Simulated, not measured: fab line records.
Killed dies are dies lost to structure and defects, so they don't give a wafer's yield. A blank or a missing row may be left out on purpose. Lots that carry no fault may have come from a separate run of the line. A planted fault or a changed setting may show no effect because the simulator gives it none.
Split-lot trial || flow n5-finfet || route with 1938 steps; 7 lots, 21 wafers read

== ABOUT THE SPLIT ==
At N5_GATE_CUT_ALD_22 (deposits SiNx, target thk 16 nm, pulse time 1 s, ald cycles 320), the setting ald-cycles was moved away from the recipe's 320 on 7 of the 21 wafers read, by -10.6% to +15.9%. All remaining wafers had this setting at the recipe value.

Reading taken at the split's own step.

== THE READING ==
SiNx_of_GATE_CUT_ALD_22.thk-nm (the simulator's own value, which no gauge read), in nm, at N5_GATE_CUT_ALD_22 (deposits SiNx, target thk 16 nm, pulse time 1 s, ald cycles 320). There is no usual value for it anywhere in the file. Average 16.0 nm, standard deviation 0.1 nm, over the 14 wafers here run with the recipe.

{"wafer": "L080.2", "tool, chamber at the split": "ald-sin-04, 0", "ald-cycles as run": 320, "against the recipe": "recipe", "SiNx_of_GATE_CUT_ALD_22.thk-nm, nm": 16, "against lot-mates on the recipe": "-"}
{"wafer": "L080.3", "tool, chamber at the split": "ald-sin-04, 2,3", "ald-cycles as run": 371, "against the recipe": "+15.9%", "SiNx_of_GATE_CUT_ALD_22.thk-nm, nm": 18.4, "against lot-mates on the recipe": "+2.4"}
{"wafer": "L080.4", "tool, chamber at the split": "ald-sin-04, 2,3", "ald-cycles as run": 371, "against the recipe": "+15.9%", "SiNx_of_GATE_CUT_ALD_22.thk-nm, nm": 18.4, "against lot-mates on the recipe": "+2.4"}
{"wafer": "L084.1", "tool, chamber at the split": "ald-sin-01, 2", "ald-cycles as run": 320, "against the recipe": "recipe", "SiNx_of_GATE_CUT_ALD_22.thk-nm, nm": 16, "against lot-mates on the recipe": "-"}
{"wafer": "L084.3", "tool, chamber at the split": "ald-sin-01, 0,1", "ald-cycles as run": 286, "against the recipe": "-10.6%", "SiNx_of_GATE_CUT_ALD_22.thk-nm, nm": 14.4, "against lot-mates on the recipe": -1.6}
{"wafer": "L084.4", "tool, chamber at the split": "ald-sin-01, 0,1", "ald-cycles as run": 286, "against the recipe": "-10.6%", "SiNx_of_GATE_CUT_ALD_22.thk-nm, nm": 14.4, "against lot-mates on the recipe": -1.6}
{"wafer": "L091.2", "tool, chamber at the split": "ald-sin-01, 2", "ald-cycles as run": 320, "against the recipe": "recipe", "SiNx_of_GATE_CUT_ALD_22.thk-nm, nm": 16, "against lot-mates on the recipe": "-"}
{"wafer": "L091.4", "tool, chamber at the split": "ald-sin-01, 1", "ald-cycles as run": 349, "against the recipe": "+9.1%", "SiNx_of_GATE_CUT_ALD_22.thk-nm, nm": 17.6, "against lot-mates on the recipe": "+1.6"}
{"wafer": "L091.6", "tool, chamber at the split": "ald-sin-01, 3", "ald-cycles as run": 349, "against the recipe": "+9.1%", "SiNx_of_GATE_CUT_ALD_22.thk-nm, nm": 17.4, "against lot-mates on the recipe": "+1.4"}
{"wafer": "L093.1", "tool, chamber at the split": "ald-sin-01, 2,1,3", "ald-cycles as run": 320, "against the recipe": "recipe", "SiNx_of_GATE_CUT_ALD_22.thk-nm, nm": 16, "against lot-mates on the recipe": "-"}
{"wafer": "L093.3", "tool, chamber at the split": "ald-sin-01, 2,1,3", "ald-cycles as run": 320, "against the recipe": "recipe", "SiNx_of_GATE_CUT_ALD_22.thk-nm, nm": 16, "against lot-mates on the recipe": "-"}
{"wafer": "L093.5", "tool, chamber at the split": "ald-sin-01, 2,1,3", "ald-cycles as run": 320, "against the recipe": "recipe", "SiNx_of_GATE_CUT_ALD_22.thk-nm, nm": 16, "against lot-mates on the recipe": "-"}
{"wafer": "L095.1", "tool, chamber at the split": "ald-sin-01, 2,0", "ald-cycles as run": 320, "against the recipe": "recipe", "SiNx_of_GATE_CUT_ALD_22.thk-nm, nm": 16, "against lot-mates on the recipe": "-"}
{"wafer": "L095.3", "tool, chamber at the split": "ald-sin-01, 2,0", "ald-cycles as run": 320, "against the recipe": "recipe", "SiNx_of_GATE_CUT_ALD_22.thk-nm, nm": 16, "against lot-mates on the recipe": "-"}
{"wafer": "L095.6", "tool, chamber at the split": "ald-sin-01, 2", "ald-cycles as run": 320, "against the recipe": "recipe", "SiNx_of_GATE_CUT_ALD_22.thk-nm, nm": 16.2, "against lot-mates on the recipe": "-"}
{"wafer": "L096.1", "tool, chamber at the split": "ald-sin-03, 2,3", "ald-cycles as run": 320, "against the recipe": "recipe", "SiNx_of_GATE_CUT_ALD_22.thk-nm, nm": 16, "against lot-mates on the recipe": "-"}
{"wafer": "L096.4", "tool, chamber at the split": "ald-sin-03, 2,3", "ald-cycles as run": 320, "against the recipe": "recipe", "SiNx_of_GATE_CUT_ALD_22.thk-nm, nm": 16, "against lot-mates on the recipe": "-"}
{"wafer": "L096.2", "tool, chamber at the split": "ald-sin-03, 1", "ald-cycles as run": 360, "against the recipe": "+12.5%", "SiNx_of_GATE_CUT_ALD_22.thk-nm, nm": 18, "against lot-mates on the recipe": "+2.0"}
{"wafer": "L097.1", "tool, chamber at the split": "ald-sin-03, 1,3,2", "ald-cycles as run": 320, "against the recipe": "recipe", "SiNx_of_GATE_CUT_ALD_22.thk-nm, nm": 15.8, "against lot-mates on the recipe": "-"}
{"wafer": "L097.2", "tool, chamber at the split": "ald-sin-03, 1,3,2", "ald-cycles as run": 320, "against the recipe": "recipe", "SiNx_of_GATE_CUT_ALD_22.thk-nm, nm": 15.8, "against lot-mates on the recipe": "-"}
{"wafer": "L097.3", "tool, chamber at the split": "ald-sin-03, 1,3,2", "ald-cycles as run": 320, "against the recipe": "recipe", "SiNx_of_GATE_CUT_ALD_22.thk-nm, nm": 15.8, "against lot-mates on the recipe": "-"}
When a row names more than one chamber, that row covers several wafers, and the file does not tell which wafer ran in which chamber.

FIT RESULTS
A straight line over all 21 wafers: SiNx_of_GATE_CUT_ALD_22.thk-nm changes by +0.155 nm for each +1% of ald-cycles; r = +1.00; the points scatter about the line by 0.11 nm.
The same after taking each lot's own level away (the mean of its wafers on the recipe; 21 wafers): +0.154 nm for each +1%; r = +1.00; scatter 0.065 nm.
Per that fit: largest ald-cycles move, reading shift of 2.5 nm.
Across the lots, their own levels run from 15.80 to 16.07 nm, a range of 2.6 times the standard deviation given above.
So the lot-to-lot level changes the slope little: the two slopes agree.
Check: +2.48 nm against its lot-mates is what the line predicts for one of the wafers moved furthest among these (+15.9%) when that wafer is left out of the fit. Against them it came out at +2.4 nm.

== FURTHER SPLITS ON THESE WAFERS ==
Other splits were also applied to these wafers ahead of the reading. Each is held against what the fit with the lots' levels taken away leaves over:
{"other split on the same wafers": "N5_SD_EPI_N_ETCH_16 target-depth-a", "wafers away from the commonest value": 6, "r with SiNx_of_GATE_CUT_ALD_22.thk-nm (lot level and that fit taken away)": -0.01}
{"other split on the same wafers": "N5_HKMG_FIN_HK_ALD_01 ald-cycles", "wafers away from the commonest value": 3, "r with SiNx_of_GATE_CUT_ALD_22.thk-nm (lot level and that fit taken away)": "+0.26"}
{"other split on the same wafers": "N5_HKMG_FIN_EXPOSE_46 dose-mj", "wafers away from the commonest value": 9, "r with SiNx_of_GATE_CUT_ALD_22.thk-nm (lot level and that fit taken away)": "+0.33"}

== THE FILE'S OWN FIT ==
SiNx_of_GATE_CUT_ALD_22.thk-nm changes by +0.155 nm for each +1% of ald-cycles, r = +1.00.
